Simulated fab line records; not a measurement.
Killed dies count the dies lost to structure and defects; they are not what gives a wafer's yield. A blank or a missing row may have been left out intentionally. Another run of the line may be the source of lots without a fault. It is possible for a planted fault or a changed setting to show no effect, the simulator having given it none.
Which tool was responsible? | flow n5Finfet | route of 1938 steps, sampled at 1 step: 10 lots, 28 wafers

== WHAT THE GAUGES SHOWED, per wafer ==
N5_BEOL_M4_RC_MEAS_101. Usual: DIBL_N 36.0 mV/V, standard deviation 1.7; DIBL_P 35.8 mV/V, standard deviation 2; IOFF_N 0.15 nA/um, standard deviation 0.03; IOFF_P 0.20 nA/um, standard deviation 0.037; ION_N 670 uA/um, standard deviation 12; ION_P 460 uA/um, standard deviation 7.2; SS_N 71.5 mV/dec, standard deviation 0.68; SS_P 73.2 mV/dec, standard deviation 0.65; VT_N 250 mV, standard deviation 3.1; VT_P -251 mV, standard deviation 3.4.
lot  | measured     | on        | DIBL_N (mV/V)  | DIBL_P (mV/V)  | IOFF_N (nA/um) | IOFF_P (nA/um) | ION_N (uA/um) | ION_P (uA/um) | SS_N (mV/dec)  | SS_P (mV/dec)  | VT_N (mV)   | VT_P (mV)      | flag
L760 | day 9 08:49  | prober-02 | 33.1 35.5 34.2 | 33.7 36.5 35.5 | 0.12 0.16 0.14 | 0.15 0.18 0.18 | 662 666 682   | 454 449 469   | 71.1 71.8 71.3 | 73.2 73.2 72.5 | 252 248 251 | -255 -254 -255 | 
L762 | day 9 17:07  | prober-01 | 35.7 35.9 37.4 | 36.3 36.5 38.2 | 0.16 0.15 0.19 | 0.19 0.20 0.23 | 681 674 689   | 459 467 471   | 71.7 72.2 73.0 | 72.8 74.3 73.7 | 247 252 248 | -252 -252 -251 | 
L764 | day 10 15:08 | prober-02 | 36.1 35.6 36.9 | 34.8 35.0 34.9 | 0.18 0.16 0.18 | 0.23 0.23 0.23 | 668 691 671   | 458 471 458   | 71.5 71.1 72.4 | 73.4 73.6 73.5 | 247 248 250 | -249 -247 -247 | 
L768 | day 11 15:01 | prober-01 | 36.2 35.2 35.0 | 35.7 35.6 34.7 | 0.14 0.14 0.12 | 0.19 0.20 0.18 | 658 684 655   | 453 470 460   | 71.2 71.1 70.1 | 72.7 73.4 72.7 | 252 250 254 | -252 -250 -251 | 
L769 | day 11 21:53 | prober-02 | 34.5 37.5      | 34.6 38.0      | 0.12 0.16      | 0.16 0.20      | 667 672       | 455 460       | 71.1 72.1      | 72.6 73.8      | 252 252     | -255 -253      | 
L773 | day 12 10:33 | prober-01 | 37.5 34.2 33.3 | 38.7 34.3 33.9 | 0.19 0.12 0.11 | 0.21 0.15 0.14 | 678 670 655   | 456 455 443   | 72.3 71.8 71.4 | 73.8 73.0 72.8 | 251 255 255 | -252 -259 -259 | 
L772 | day 12 18:06 | prober-02 | 34.7 34.5      | 33.5 33.0      | 0.13 0.12      | 0.19 0.18      | 671 661       | 460 463       | 71.4 71.3      | 72.2 72.0      | 252 254     | -249 -250      | 
L776 | day 13 10:17 | prober-01 | 37.4 35.4 34.9 | 37.8 36.2 35.6 | 0.17 0.14 0.13 | 0.21 0.18 0.17 | 682 659 657   | 463 457 461   | 72.0 71.1 71.0 | 74.5 73.8 73.4 | 251 254 253 | -251 -253 -256 | 
L775 | day 13 11:05 | prober-02 | 34.7 37.6 34.3 | 33.9 37.7 33.2 | 0.13 0.17 0.12 | 0.18 0.24 0.17 | 664 684 653   | 454 467 452   | 70.7 71.3 70.4 | 73.4 73.3 72.3 | 252 249 250 | -249 -249 -254 | 
L777 | day 13 17:25 | prober-02 | 34.7 35.7 37.3 | 33.1 35.3 35.7 | 0.14 0.15 0.17 | 0.17 0.20 0.21 | 671 684 665   | 462 465 457   | 71.1 70.8 71.3 | 72.5 73.3 72.6 | 248 247 248 | -253 -252 -250 | 

== EACH LOT AND THE TOOL THAT RAN IT (in order: tool; ch and the chambers of the sampled wafers; start) ==
The record shows no process step preceding these readings.

== WHAT THE TOOLS THEMSELVES READ (means of the sampled wafers that have a number; where no wafer has one, the mark that the record gives instead) ==
The record holds no such reading with a usual standard deviation.

== THE ANSWER, worked out from the rows above alone ==
Rule: lot off if the mean of its wafers having a number is beyond 3 standard deviations from the usual mean. A lot without any number at a reading at which 4 lots or more have one is off too. Any other lot the step has rows for is counted as sound. Order of review: gauges by route order, followed by the tools' own readings, for which a lot's mean as printed above is used. The first step at which some lot is off is used, and at that step the reading that is off furthest; a lot without a number counts as furthest.
Nothing can be told from this: no lot is off at any reading shown.

== WHAT THE SIMULATOR HAD PUT IN ==
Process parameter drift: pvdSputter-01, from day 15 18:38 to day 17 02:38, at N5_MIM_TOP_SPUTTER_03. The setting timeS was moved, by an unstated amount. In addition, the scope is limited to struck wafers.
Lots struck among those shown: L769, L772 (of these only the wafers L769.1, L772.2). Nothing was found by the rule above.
